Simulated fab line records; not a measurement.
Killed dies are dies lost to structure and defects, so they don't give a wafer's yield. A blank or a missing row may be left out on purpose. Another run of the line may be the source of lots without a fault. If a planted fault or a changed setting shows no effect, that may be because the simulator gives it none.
Chamber matching ; flow n5-finfet ; rie-diel-02 running N5_BEOL_M1_ETCH_70: 4 sister chambers
The step etches SOC in N2/H2, target depth 80 nm, overetch 16 nm, time 120 s. 18 wafers are shown with their chamber, then 9 later ones without.

## WAFERS WITH THEIR CHAMBER
wafer;chamber;drypump-motor-current-A (A);showerhead-plenum-p-Torr (Torr);rf-vpp-V (V)
L074.2;2;5.6;2.64;527.6
L074.4;0;5.0;2.62;525.5
L074.6;1;6.4;2.44;520.7
L075.2;1;6.5;2.44;520.6
L075.4;3;6.0;2.41;521.7
L075.5;0;5.0;2.62;526.5
L078.1;3;6.0;2.40;520.9
L078.4;0;5.0;2.61;526.4
L078.5;2;5.6;2.64;525.6
L082.3;0;5.1;2.61;525.5
L082.5;3;6.0;2.40;521.7
L082.6;2;5.6;2.63;526.6
L085.3;3;6.0;2.40;520.7
L085.4;1;6.4;2.43;521.1
L085.6;0;5.0;2.61;527.2
L090.4;3;6.0;2.39;520.8
L090.5;1;6.4;2.43;521.1
L090.6;2;5.6;2.62;525.6

SIGNATURES (averages over the wafers above)
reading;chamber 0;chamber 1;chamber 2;chamber 3;scatter within a chamber
drypump-motor-current-A;5.020;6.425;5.600;6.000;0.0333
showerhead-plenum-p-Torr;2.6140;2.4350;2.6325;2.4000;0.00705
rf-vpp-V;526.220;520.875;526.350;521.160;0.658
Rule: distance of a wafer from a chamber = root of the sum over the readings of ((wafer's reading minus chamber's mean) / reading's scatter) squared. The wafer belongs to the nearest chamber; if the next one is less than 2 further off, it can't be placed. The scatter: the root of (the sum of the squares of (reading less its chamber's mean) over the shown wafers, divided by (wafers less chambers)).

## WAFERS WITH NO CHAMBER GIVEN
wafer;drypump-motor-current-A (A);showerhead-plenum-p-Torr (Torr);rf-vpp-V (V)
L092.3;6.4;2.43;522.5
L092.4;6.4;2.43;519.9
L092.5;5.6;2.62;523.9
L095.2;6.0;2.39;519.1
L095.3;5.6;2.62;527.0
L095.6;5.0;2.60;526.0
L097.1;6.5;2.42;521.2
L097.2;5.6;2.62;526.5
L097.4;5.0;2.60;524.5

## WHICH CHAMBER EACH WENT THROUGH
wafer;from the rows above;in truth
L092.3;1;1
L092.4;1;1
L092.5;2;2
L095.2;3;3
L095.3;2;2
L095.6;0;0
L097.1;1;1
L097.2;2;2
L097.4;0;0
9 of 9 placed correctly. From these rows, 0 cannot be placed. Placed wrongly: 0.
